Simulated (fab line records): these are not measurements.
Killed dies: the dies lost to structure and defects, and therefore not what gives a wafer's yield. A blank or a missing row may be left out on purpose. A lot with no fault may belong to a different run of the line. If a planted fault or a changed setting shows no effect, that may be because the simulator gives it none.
fab line records + flow nandHarc
record:
- lots: 12
- wafers: 36
- lastDay: 25
route steps=1159 shown A_BONDPAD@1060 END@1159
lots that met no fault: from a run of the same line without faults
startH: hours from the record's opening day to when the first of the lot's shown wafers began + waitH: how many hours have passed since the lot's step before this one + " unchanged from the row above + L1.1+2: several wafers, shown together as one row + - either no value or no given start + * or withheld: withheld + < > ~ a bound
route shown NAME@n: NAME is a module with steps in the file, n the number in the route of the first one + usual: mean/standard deviation of fault-free wafers + same: alike in all rows + chamber/n: place in a boat + sites: readings site by site + _std_site: the values' standard deviation + _edge_site: the outer-site mean with the inner-site mean subtracted + radiusMm: how far each site lies from the wafer's centre + mask NAME#n: copy n + behind: tool/chamber where the wafer was last shaped + hold: the reason the lot was held/the length of the hold in hours/how it ended + device: transistor that didn't switch, given as n, p or np + end of line: the route-end tests of the same wafers + a step with no rows: only its recipe + killed: the dies lost at the first sort to structure and to defects; this is not the yield of the wafer + map: the dies of a wafer, with x for killed, . for not killed, _ for no die there
set.NAME: the setting that was run; set.NAME@STEP: the one run at that earlier step + model.NAME: the simulator's own value behind a step, which no gauge read
a sample of lots followed through the steps of the route, with each step as a table and each wafer as a row
services: a tool's chamber out of use, with start hour (startH, from the record's first day; less than 0 if before it), hours out, and reason
== steps ==
step: NHARC_A_BONDPAD_CMP_29
recipe:
- targetThkNm: 200
- material: SiCN
usual:
- motorCurrentA: 12.2/0.79
| lot.wafer | tool   | chamber | startH | waitH | motorCurrentA |
|-----------|--------|---------|--------|-------|---------------|
| L879.2    | cmp-03 | 1       | 408.49 | -     | 13.4          |
| L879.3    | "      | 0       | "      | "     | 11.1          |
| L879.5    | "      | 1       | "      | "     | 12.5          |
| L880.4    | cmp-01 | 0       | 413.41 | -     | 10.9          |
| L880.2    | "      | 1       | "      | "     | 11.7          |
| L880.3    | "      | 3       | "      | "     | 12.6          |
| L881.4    | cmp-04 | 1       | 414.20 | -     | 12.6          |
| L881.5    | "      | 1       | "      | "     | 12.8          |
| L881.6    | "      | 2       | "      | "     | 12.4          |
| L883.2    | cmp-03 | 3       | 425.93 | -     | 10.8          |
| L883.3    | "      | 0       | "      | "     | 10.9          |
| L883.6    | "      | 2       | "      | "     | 13.2          |
| L884.1    | cmp-03 | 2       | 433.45 | -     | 12.9          |
| L884.3    | "      | 0       | "      | "     | 10.7          |
| L884.6    | "      | 2       | "      | "     | 12.4          |
| L886.4    | cmp-04 | 0       | 440.83 | -     | 13.0          |
| L886.2    | "      | 1       | "      | "     | 12.8          |
| L886.5    | "      | 1       | "      | "     | 13.0          |
| L885.4    | cmp-01 | 1       | 460.60 | -     | 12.5          |
| L885.2    | "      | 2       | "      | "     | 11.5          |
| L885.3    | "      | 3       | "      | "     | 12.4          |
| L889.4    | cmp-03 | 0       | 463.51 | 0.4   | 10.6          |
| L889.5    | "      | 3       | "      | "     | 10.9          |
| L889.6    | "      | 0       | "      | "     | 11.0          |
| L892.4    | cmp-04 | 1       | 474.27 | -     | 12.6          |
| L892.1    | "      | 2       | "      | "     | 12.3          |
| L892.5    | "      | 0       | "      | "     | 12.6          |
| L899.4    | cmp-04 | 3       | 521.98 | -     | 12.5          |
| L899.3    | "      | 0       | "      | "     | 12.4          |
| L899.2    | "      | 1       | "      | "     | 12.7          |
| L900.1    | cmp-03 | 1       | 526.20 | -     | 12.6          |
| L900.2    | "      | 2       | "      | "     | 13.1          |
| L900.4    | "      | 3       | "      | "     | 10.9          |
| L901.1    | cmp-04 | 1       | 552.77 | -     | 13.4          |
| L901.4    | "      | 2       | "      | "     | 12.5          |
| L901.3    | "      | 0       | "      | "     | 12.2          |
step: NHARC_A_BONDPAD_OVL_MEAS_35
usual:
- overlayXNm: 0/6
- overlayYNm: -1/6.7
| lot.wafer | tool       | chamber | startH | waitH | overlayXNm | overlayYNm |
|-----------|------------|---------|--------|-------|------------|------------|
| L879.2    | overlay-02 | -       | 409.39 | -     | -1         | 9          |
| L879.3    | "          | -       | "      | "     | 0          | 9          |
| L879.5    | "          | -       | "      | "     | 0          | 9          |
| L880.2    | overlay-02 | -       | 414.20 | -     | 7          | -5         |
| L880.3    | "          | -       | "      | "     | 7          | -5         |
| L880.4    | "          | -       | "      | "     | 6          | -5         |
| L881.4    | overlay-01 | -       | 414.98 | -     | -5         | -4         |
| L881.5    | "          | -       | "      | "     | -4         | -4         |
| L881.6    | "          | -       | "      | "     | -5         | -4         |
| L883.2    | overlay-02 | -       | 426.80 | -     | 14         | -14        |
| L883.3    | "          | -       | "      | "     | 15         | -13        |
| L883.6    | "          | -       | "      | "     | 15         | -14        |
| L884.1    | overlay-01 | -       | 434.36 | -     | -2         | -5         |
| L884.3    | "          | -       | "      | "     | -1         | -4         |
| L884.6    | "          | -       | "      | "     | -2         | -5         |
| L886.2    | overlay-01 | -       | 441.75 | -     | 5          | 2          |
| L886.4    | "          | -       | "      | "     | 5          | 2          |
| L886.5    | "          | -       | "      | "     | 4          | 2          |
| L885.2    | overlay-01 | -       | 461.38 | -     | -6         | 9          |
| L885.3    | "          | -       | "      | "     | -6         | 9          |
| L885.4    | "          | -       | "      | "     | -6         | 8          |
| L889.4    | overlay-01 | -       | 464.27 | -     | -7         | -8         |
| L889.5    | "          | -       | "      | "     | -7         | -8         |
| L889.6    | "          | -       | "      | "     | -7         | -8         |
| L892.1    | overlay-02 | -       | 475.13 | -     | 14         | -8         |
| L892.4    | "          | -       | "      | "     | 14         | -8         |
| L892.5    | "          | -       | "      | "     | 13         | -8         |
| L899.2    | overlay-01 | -       | 522.77 | -     | -7         | -1         |
| L899.3    | "          | -       | "      | "     | -6         | -1         |
| L899.4    | "          | -       | "      | "     | -6         | 0          |
| L900.1    | overlay-02 | -       | 526.96 | -     | 2          | -5         |
| L900.2    | "          | -       | "      | "     | 2          | -4         |
| L900.4    | "          | -       | "      | "     | 2          | -5         |
| L901.1    | overlay-01 | -       | 553.70 | -     | -3         | -2         |
| L901.3    | "          | -       | "      | "     | -3         | -2         |
| L901.4    | "          | -       | "      | "     | -3         | -2         |
step: NHARC_A_BONDPAD_ETCH_12
recipe:
- targetDepthA: 2200
- timeS: 110
- chf3FlowSccm: 50
- o2FlowSccm: 10
- arFlowSccm: 200
- rfW: 500
- biasW: 200
- chemistry: CHF3/O2
usual:
- drypumpMotorCurrentA: 6.0/0.49
- oesProductAu: 0.950/0.024
- rfFwdPowerW: 496.6/1.6
- rfVppV: 369.7/2.5
- showerheadPlenumPTorr: 2.36/0.11
- throttleValvePct: 20.572/0.0098
| lot.wafer | tool       | chamber | startH | waitH | drypumpMotorCurrentA | oesProductAu | rfFwdPowerW | rfHoursCounterH | rfVppV | showerheadPlenumPTorr | throttleValvePct |
|-----------|------------|---------|--------|-------|----------------------|--------------|-------------|-----------------|--------|-----------------------|------------------|
| L879.3    | rieDiel-10 | 1       | 409.75 | -     | 6.7                  | 0.955        | 495.7       | 1               | 369.0  | 2.37                  | 20.586           |
| L879.2    | "          | 3       | "      | "     | 6.3                  | 0.951        | 497.3       | 2               | 374.0  | 2.57                  | 20.564           |
| L879.5    | "          | 1       | "      | "     | 6.8                  | 0.945        | 494.2       | -               | 369.2  | 2.37                  | 20.566           |
| L880.4    | rieDiel-08 | 1       | 414.64 | -     | 6.5                  | 0.926        | 499.2       | 24              | 368.0  | 2.32                  | 20.567           |
| L880.2    | "          | 2       | "      | "     | 6.1                  | 0.933        | 494.8       | 22              | 370.6  | 2.38                  | 20.572           |
| L880.3    | "          | 3       | "      | "     | 5.2                  | 0.918        | 499.5       | 21              | 368.8  | 2.27                  | 20.588           |
| L881.4    | rieDiel-08 | 0       | 415.31 | -     | 5.6                  | 0.936        | 496.6       | 24              | 371.6  | 2.41                  | 20.568           |
| L881.5    | "          | 1       | "      | "     | 6.6                  | 0.921        | 497.5       | -               | 366.5  | 2.32                  | 20.579           |
| L881.6    | "          | 2       | "      | "     | 6.1                  | 0.926        | 495.5       | -               | 370.5  | 2.38                  | 20.574           |
| L883.2    | rieDiel-10 | 2       | 427.10 | -     | 5.4                  | 0.968        | 495.6       | 3               | 367.6  | 2.26                  | 20.573           |
| L883.3    | "          | 0       | "      | "     | 5.9                  | 0.987        | 497.1       | 3               | 367.6  | 2.27                  | 20.568           |
| L883.6    | "          | 2       | "      | "     | 5.4                  | 0.972        | 494.5       | -               | 368.0  | 2.26                  | 20.571           |
| L884.3    | rieDiel-08 | 3       | 434.68 | -     | 5.2                  | 0.916        | 498.1       | 25              | 367.2  | 2.27                  | 20.574           |
| L884.1    | "          | 0       | "      | "     | 5.6                  | 0.936        | 498.5       | 28              | 371.2  | 2.41                  | 20.583           |
| L884.6    | "          | 3       | "      | "     | 5.2                  | 0.919        | 495.5       | -               | 367.9  | 2.27                  | 20.580           |
| L886.2    | rieDiel-10 | 2       | 442.05 | -     | 5.4                  | 0.971        | 495.5       | 3               | 368.3  | 2.26                  | 20.565           |
| L886.4    | "          | 0       | "      | "     | 5.9                  | 0.980        | 496.6       | 3               | 367.1  | 2.27                  | 20.576           |
| L886.5    | "          | 3       | "      | "     | 6.3                  | 0.972        | 496.9       | -               | 373.5  | 2.57                  | 20.562           |
| L885.3    | rieDiel-10 | 3       | 461.69 | -     | 6.2                  | 0.922        | 497.1       | 4               | 372.9  | 2.57                  | 20.557           |
| L885.4    | "          | 0       | "      | "     | 5.9                  | 0.937        | 495.1       | 4               | 366.3  | 2.27                  | 20.568           |
| L885.2    | "          | 1       | "      | "     | 6.8                  | 0.927        | 497.8       | 3               | 370.2  | 2.37                  | 20.586           |
| L889.4    | rieDiel-10 | 3       | 464.56 | -     | 6.2                  | 0.960        | 498.7       | 4               | 374.8  | 2.57                  | 20.574           |
| L889.5    | "          | 3       | "      | "     | 6.2                  | 0.961        | 498.2       | -               | 373.3  | 2.57                  | 20.559           |
| L889.6    | "          | 0       | "      | "     | 5.9                  | 0.979        | 496.1       | -               | 368.3  | 2.27                  | 20.571           |
| L892.1    | rieDiel-10 | 3       | 475.44 | -     | 6.2                  | 0.909        | 498.5       | 5               | 373.4  | 2.57                  | 20.553           |
| L892.4    | "          | 0       | "      | "     | 5.9                  | 0.938        | 496.0       | 4               | 367.5  | 2.27                  | 20.568           |
| L892.5    | "          | 3       | "      | "     | 6.2                  | 0.911        | 496.2       | -               | 375.2  | 2.57                  | 20.561           |
| L899.2    | rieDiel-10 | 2       | 523.07 | -     | 5.4                  | 1.128        | 695.9       | 6               | 366.8  | 2.26                  | 20.572           |
| L899.4    | "          | 3       | "      | "     | 6.2                  | 1.127        | 699.2       | 6               | 374.3  | 2.57                  | 20.570           |
| L899.3    | "          | 1       | "      | "     | 6.8                  | 1.142        | 694.6       | 5               | 369.8  | 2.37                  | 20.566           |
| L900.4    | rieDiel-10 | 2       | 527.26 | -     | 5.4                  | 1.217        | 696.3       | 6               | 368.5  | 2.26                  | 20.567           |
| L900.2    | "          | 0       | "      | "     | 5.9                  | 1.207        | 696.0       | 6               | 369.2  | 2.27                  | 20.567           |
| L900.1    | "          | 1       | "      | "     | 6.7                  | 1.200        | 698.4       | 5               | 371.6  | 2.37                  | 20.551           |
| L901.4    | rieDiel-10 | 0       | 554.00 | -     | 5.9                  | 1.225        | 695.6       | 1               | 367.7  | 2.27                  | 20.566           |
| L901.3    | "          | 2       | "      | "     | 5.4                  | 1.245        | 698.2       | 1               | 367.1  | 2.26                  | 20.570           |
| L901.1    | "          | 3       | "      | "     | 6.2                  | 1.191        | 695.8       | 1               | 373.6  | 2.57                  | 20.574           |
step: NHARC_A_BONDPAD_ANNEAL_28
recipe:
- tempC: 225
- timeS: 90
usual:
- wafer_temp_C_max: 226.05/0.27
| lot.wafer | tool         | chamber | startH | waitH | wafer_temp_C_max |
|-----------|--------------|---------|--------|-------|------------------|
| L879.2    | rtpAnneal-02 | 0       | 411.34 | -     | 225.79           |
| L879.3    | "            | 0       | "      | "     | 225.75           |
| L879.5    | "            | 0       | "      | "     | 225.64           |
| L880.2    | rtpAnneal-01 | 0       | 416.18 | 0.3   | 226.23           |
| L880.3    | "            | 0       | "      | "     | 225.75           |
| L880.4    | "            | 0       | "      | "     | 226.55           |
| L881.4    | rtpAnneal-01 | 0       | 416.98 | 0.4   | 226.20           |
| L881.5    | "            | 0       | "      | "     | 226.10           |
| L881.6    | "            | 0       | "      | "     | 226.58           |
| L883.2    | rtpAnneal-01 | 0       | 428.66 | 0.4   | 226.07           |
| L883.3    | "            | 0       | "      | "     | 226.59           |
| L883.6    | "            | 0       | "      | "     | 226.03           |
| L884.1    | rtpAnneal-02 | 0       | 436.19 | 0.3   | 225.83           |
| L884.3    | "            | 0       | "      | "     | 226.25           |
| L884.6    | "            | 0       | "      | "     | 225.85           |
| L886.2    | rtpAnneal-01 | 0       | 443.61 | -     | 226.50           |
| L886.4    | "            | 0       | "      | "     | 226.26           |
| L886.5    | "            | 0       | "      | "     | 226.05           |
| L885.2    | rtpAnneal-02 | 0       | 463.30 | -     | 225.73           |
| L885.3    | "            | 0       | "      | "     | 225.84           |
| L885.4    | "            | 0       | "      | "     | 226.32           |
| L889.4    | rtpAnneal-02 | 0       | 466.22 | -     | 225.78           |
| L889.5    | "            | 0       | "      | "     | 226.10           |
| L889.6    | "            | 0       | "      | "     | 226.15           |
| L892.1    | rtpAnneal-01 | 0       | 476.94 | 0.3   | 226.09           |
| L892.4    | "            | 0       | "      | "     | 225.96           |
| L892.5    | "            | 0       | "      | "     | 226.65           |
| L899.2    | rtpAnneal-01 | 0       | 525.28 | -     | 226.53           |
| L899.3    | "            | 0       | "      | "     | 226.10           |
| L899.4    | "            | 0       | "      | "     | 226.24           |
| L900.1    | rtpAnneal-01 | 0       | 528.78 | -     | 225.81           |
| L900.2    | "            | 0       | "      | "     | 225.79           |
| L900.4    | "            | 0       | "      | "     | 226.06           |
| L901.1    | rtpAnneal-01 | 0       | 555.72 | -     | 225.99           |
| L901.3    | "            | 0       | "      | "     | 226.00           |
| L901.4    | "            | 0       | "      | "     | 226.23           |
step: NHARC_END_SORT_01
recipe:
- tempC: 25
usual:
- defectLimitedYield: 95.3/1.6
- killedAtArray: 27/12
- killedAtOther: 0.8/1
- killedAtPeriphery: 4.0/2.5
- killedDies: 32/11
- killedOpen: 3.3/1.8
- killedShort: 2.0/1.5
- sort_bin_2_pct: 1.5/0.59
- sort_bin_3_pct: 0.27/0.22
- sort_bin_4_pct: 3.0/1.1
- sortNPass: 645/11
- sortRimYieldPct: 95.6/2.7
- sortYieldPct: 95.3/1.6
same:
- grossDies: 677
- sort_bin_5_pct[%]: 0
- sort_bin_6_pct[%]: 0
- sort_bin_7_pct[%]: 0
- sort_bin_8_pct[%]: 0
- sortRimNGross: 106.00
| lot.wafer | tool      | chamber | startH | waitH | defectLimitedYield[%] | killedAtArray | killedAtOther | killedAtPeriphery | killedDies | killedOpen | killedShort | sort_bin_2_pct[%] | sort_bin_3_pct[%] | sort_bin_4_pct[%] | sortNPass | sortRimYieldPct[%] | sortYieldPct[%] |
|-----------|-----------|---------|--------|-------|-----------------------|---------------|---------------|-------------------|------------|------------|-------------|-------------------|-------------------|-------------------|-----------|--------------------|-----------------|
| L883.2    | prober-01 | 0       | 465.20 | 2.8   | 97.0                  | 15            | 1             | 4                 | 20         | 7          | 3           | 0.9               | 0.15              | 1.9               | 657       | 100.0              | 97.0            |
| L883.3    | prober-01 | 0       | 465.99 | 3.1   | 97.5                  | 14            | 0             | 3                 | 17         | 4          | 2           | 1.0               | 0.30              | 1.2               | 660       | 98.1               | 97.5            |
| L883.6    | prober-01 | 0       | 468.36 | 4.0   | 97.0                  | 17            | 0             | 3                 | 20         | 5          | 3           | 1.0               | 0                 | 1.9               | 657       | 97.2               | 97.0            |
| L899.2    | prober-02 | 0       | 558.39 | 2.8   | 91.7                  | 53            | 1             | 2                 | 56         | 1          | 4           | 2.1               | 0.15              | 6.1               | 621       | 93.4               | 91.7            |
| L899.3    | prober-02 | 0       | 559.18 | 3.1   | 92.0                  | 52            | 1             | 1                 | 54         | 2          | 2           | 3.0               | 0.74              | 4.3               | 623       | 96.2               | 92.0            |
| L899.4    | prober-02 | 0       | 559.97 | 3.4   | 93.8                  | 40            | 1             | 1                 | 42         | 2          | 0           | 2.1               | 0.74              | 3.4               | 635       | 92.5               | 93.8            |
| L901.1    | prober-02 | 0       | 588.29 | 2.5   | 95.7                  | 21            | 1             | 7                 | 29         | 4          | 3           | 1.2               | 0.15              | 3.0               | 648       | 92.5               | 95.7            |
| L901.3    | prober-02 | 0       | 589.89 | 3.1   | 95.7                  | 21            | 2             | 6                 | 29         | 1          | 3           | 1.9               | 0.30              | 2.1               | 648       | 96.2               | 95.7            |
| L901.4    | prober-02 | 0       | 590.69 | 3.4   | 96.6                  | 14            | 2             | 7                 | 23         | 3          | 0           | 1.0               | 0.30              | 2.1               | 654       | 96.2               | 96.6            |
killed by level:class
L883.2 A_CONTACT:geometricParticle:open=3 P_M2:chamberFilmFlake=3 A_STAIRCASE:chamberFilmFlake=3 A_CHANNEL_HOLE_D1:chamberFilmFlake=2 P_CONTACT:geometricParticle:open=1 A_CHANNEL_FILL_D1:geometricParticle:short=1 A_SGD_CUT:geometricParticle:open=1 A_CONTACT:geometricParticle:short=1
L883.3 A_CONTACT:chamberFilmFlake=5 A_STAIRCASE:chamberFilmFlake=2 P_M2:geometricParticle:open=1 A_CHANNEL_HOLE_D1:geometricParticle:open=1 A_CHANNEL_FILL_D1:geometricParticle:short=1 A_WL_FILL:geometricParticle:open=1 A_CONTACT:geometricParticle:open=1 A_M0:geometricParticle:short=1
L883.6 A_CONTACT:chamberFilmFlake=3 A_CHANNEL_FILL_D1:chamberFilmFlake=2 A_SOURCE_PLATE:geometricParticle:open=1 A_CHANNEL_HOLE_D1:geometricParticle:open=1 A_CHANNEL_FILL_D1:geometricParticle:short=1 A_SGD_CUT:geometricParticle:short=1 A_SGD_CUT:geometricParticle:open=1 A_CONTACT:geometricParticle:short=1
L899.2 A_CHANNEL_HOLE_D1:chamberFilmFlake=19 A_SLIT:chamberFilmFlake=17 A_CONTACT:chamberFilmFlake=7 A_STAIRCASE:chamberFilmFlake=5 A_M0:geometricParticle:short=2 P_M0:geometricParticle:open=1 A_SOURCE_PLATE:geometricParticle:short=1 A_CONTACT:geometricParticle:short=1
L899.3 A_CHANNEL_HOLE_D1:chamberFilmFlake=22 A_SLIT:chamberFilmFlake=13 A_CONTACT:chamberFilmFlake=8 A_STAIRCASE:chamberFilmFlake=3 A_M1:chamberFilmFlake=3 P_CONTACT:geometricParticle:open=1 A_ONON_D1:geometricParticle:open=1 A_ONON_D1:geometricParticle:short=1
L899.4 A_CHANNEL_HOLE_D1:chamberFilmFlake=21 A_SLIT:chamberFilmFlake=13 A_STAIRCASE:chamberFilmFlake=3 A_CONTACT:chamberFilmFlake=3 P_CONTACT:geometricParticle:open=1 STARTING-WAFER:geometricParticle:open=1
L901.1 A_CHANNEL_HOLE_D1:chamberFilmFlake=8 P_M1:chamberFilmFlake=5 P_CONTACT:geometricParticle:open=2 A_STAIRCASE:chamberFilmFlake=2 A_SLIT:chamberFilmFlake=2 A_SOURCE_PLATE:geometricParticle:short=1 A_CHANNEL_FILL_D1:geometricParticle:short=1 A_CHANNEL_FILL_D1:geometricParticle:open=1
L901.3 A_CHANNEL_HOLE_D1:chamberFilmFlake=7 A_CONTACT:chamberFilmFlake=5 P_GATE:chamberFilmFlake=3 A_STAIRCASE:chamberFilmFlake=3 P_M1:chamberFilmFlake=2 A_SLIT:chamberFilmFlake=2 THIN_TSV:chamberFilmFlake=2 P_GATE:geometricParticle:short=1
L901.4 P_M1:chamberFilmFlake=5 A_CHANNEL_HOLE_D1:chamberFilmFlake=4 A_CONTACT:chamberFilmFlake=3 A_CONTACT:geometricParticle:open=2 P_GATE:chamberFilmFlake=2 THIN_TSV:chamberFilmFlake=2 A_CHANNEL_FILL_D1:geometricParticle:open=1 A_ZERO_WELL:chamberFilmFlake=1
== services ==
| tool         | chamber | startH | hours | kind   |
|--------------|---------|--------|-------|--------|
| rieDiel-10   | 0       | 387.00 | -     | clean  |
| rieDiel-10   | 1       | 387.00 | -     | clean  |
| rieDiel-10   | 2       | 387.00 | -     | clean  |
| rieDiel-10   | 3       | 387.00 | -     | clean  |
| cmp-04       | -       | 399.16 | 4.0   | pm     |
| rieDiel-10   | 0       | 411.50 | -     | clean  |
| rieDiel-10   | 1       | 411.50 | -     | clean  |
| rieDiel-10   | 2       | 411.50 | -     | clean  |
| rieDiel-10   | 3       | 411.50 | -     | clean  |
| rieDiel-10   | 1       | 435.13 | 6.0   | repair |
| rieDiel-10   | 0       | 436.00 | -     | clean  |
| rieDiel-10   | 2       | 436.00 | -     | clean  |
| cmp-01       | -       | 441.24 | 12.0  | repair |
| cmp-03       | -       | 456.54 | 0.5   | repair |
| cmp-01       | -       | 473.54 | 4.0   | pm     |
| cmp-03       | -       | 474.21 | 4.0   | pm     |
| rieDiel-08   | -       | 478.80 | 9.0   | pm     |
| rieDiel-10   | -       | 496.65 | 0.5   | repair |
| cmp-04       | -       | 497.16 | 4.0   | pm     |
| rieDiel-08   | 0       | 511.88 | 5.2   | repair |
| rtpAnneal-02 | -       | 523.08 | 2.3   | repair |
| rieDiel-10   | -       | 530.50 | 9.0   | pm     |
| cmp-01       | -       | 548.95 | 1.2   | repair |
| rieDiel-08   | 2       | 550.87 | 4.3   | repair |
== key ==
firstSign:
- step: NHARC_A_BONDPAD_ETCH_12
- reading: rfFwdPowerW
- direction: up
- sigmas: 99+
- usual: *
- struck: *
effect:
- step: NHARC_A_BONDPAD_ETCH_12
- reading: oesProductAu
- direction: up
- sigmas: 9.7
- usual: 0.950
- struck: 1.187
metAt NHARC_A_BONDPAD_ETCH_12
struckLots L899,L900,L901
notActingAt NHARC_A_BONDPAD_CMP_29,NHARC_A_BONDPAD_OVL_MEAS_35,NHARC_A_BONDPAD_ANNEAL_28
onsetBetween 475.44 523.07
fault:
- kind: processParameterDrift
- tool: rieDiel-10
- chamber: -
- onsetH: 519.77
- steps: NHARC_A_BONDPAD_ETCH_12
- channel: rfW
- offset: *
- shape: step
- endH: 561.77
- actsIn: *
- stated: *
